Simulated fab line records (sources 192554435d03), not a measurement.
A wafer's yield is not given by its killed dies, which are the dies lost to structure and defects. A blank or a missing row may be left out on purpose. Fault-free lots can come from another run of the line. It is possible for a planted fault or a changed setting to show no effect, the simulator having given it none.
Lot-split experiment ; flow n5 finfet ; route with 1938 steps; 7 lots, 21 wafers read

## THE SPLIT
At N5_BEOL_M0_SAQP_ILD_DEP_01 (deposits SiOC from DEMS/O2, target thk 45.419 nm, time 8.7 s), the setting time s was moved away from the recipe's 8.7 s on 8 of the 21 wafers read, by -13.6% to +9.7%. For the rest of the wafers, this setting stayed at what the recipe calls for.

The split's own step is where the reading is taken.

## THE READING
SiOC_of_BEOL_M0_SAQP_ILD_DEP_01.thk nm (the simulator's own value, which no gauge read), in nm, at N5_BEOL_M0_SAQP_ILD_DEP_01 (deposits SiOC from DEMS/O2, target thk 45.419 nm, time 8.7 s). The file does not state a usual value for it. Here, 13 wafers ran the recipe; their average is 45.1 nm with a standard deviation of 0.7 nm.

wafer;tool, chamber at the split;time s as run, s;against the recipe;SiOC_of_BEOL_M0_SAQP_ILD_DEP_01.thk nm, nm;against lot-mates on the recipe
L078.2;pecvd-01, 2;8.022;-7.8%;41;-6.0
L078.3;pecvd-01, 0;8.022;-7.8%;42.6;-4.4
L078.5;pecvd-01, 0;8.7;recipe;47;-
L085.1;pecvd-02, 2;8.197;-5.8%;42.2;-3.2
L085.4;pecvd-02, 2;8.197;-5.8%;43.2;-2.2
L085.5;pecvd-02, 0;8.7;recipe;45.4;-
L086.1;pecvd-02, 0;8.195;-5.8%;42.4;-2.5
L086.5;pecvd-02, 0;8.7;recipe;45.4;-
L086.6;pecvd-02, 1;8.7;recipe;44.4;-
L092.1;pecvd-01, 0;8.7;recipe;45.8;-
L092.4;pecvd-01, 1;7.518;-13.6%;40.4;-5.0
L092.6;pecvd-01, 2;8.7;recipe;45;-
L093.2;pecvd-02, 1;8.7;recipe;44.2;-
L093.4;pecvd-02, 1;8.7;recipe;44.4;-
L093.6;pecvd-02, 0;8.7;recipe;45.2;-
L094.2;pecvd-02, 2;9.546;+9.7%;49.2;+4.2
L094.3;pecvd-02, 1;8.7;recipe;45;-
L094.6;pecvd-02, 1;9.546;+9.7%;50.2;+5.2
L096.1;pecvd-03, 2,0;8.7;recipe;44.8;-
L096.2;pecvd-03, 2,0;8.7;recipe;44.8;-
L096.3;pecvd-03, 1;8.7;recipe;45.4;-
Where a row lists several chambers, the file gives one row for several wafers and doesn't say which wafer went through which chamber.

FIT RESULTS
A straight line over all 21 wafers: SiOC_of_BEOL_M0_SAQP_ILD_DEP_01.thk nm changes by +0.422 nm for each +1% of time s; r = +0.95; the points scatter about the line by 0.73 nm.
The same after taking each lot's own level away (the mean of its wafers on the recipe; 21 wafers): +0.478 nm for each +1%; r = +0.96; scatter 0.74 nm.
On that fit, the largest move of time s shifts the reading by 6.5 nm.
Measured against the standard deviation above, the lots' own levels, which go from 44.60 to 47.00 nm, span 3.4 times it.
In other words, the slope is changed by the lot-to-lot level; the two fits disagree.
Check: with one of the wafers moved furthest among these (-13.6%) left out of the fit, the line predicts -7.26 nm for it against its lot-mates. Against them it came out at -5 nm.

## FURTHER SPLITS ON THESE WAFERS
Before the reading, these wafers also passed through other splits. Each is held against what the fit with the lots' levels taken away leaves over:
other split on the same wafers;wafers away from the commonest value;r with SiOC_of_BEOL_M0_SAQP_ILD_DEP_01.thk nm (lot level and that fit taken away)
N5_ILD0_ALD_15 ald cycles;4;+0.05
N5_SDB_ALD_29 ald cycles;3;-0.04
N5_GATE_CUT_ALD_22 ald cycles;5;+0.35
N5_MOL_CONTACT_COAG_COAT_104 spin rpm;5;-0.46
N5_MOL_CONTACT_COAG_ETCH_105 bias w;5;+0.03
N5_MOL_CONTACT_COAG_CVD_140 target thk a;7;+0.05

## FILE'S OWN FIT
SiOC_of_BEOL_M0_SAQP_ILD_DEP_01.thk nm changes by +0.453 nm for each +1% of time s, r = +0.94.
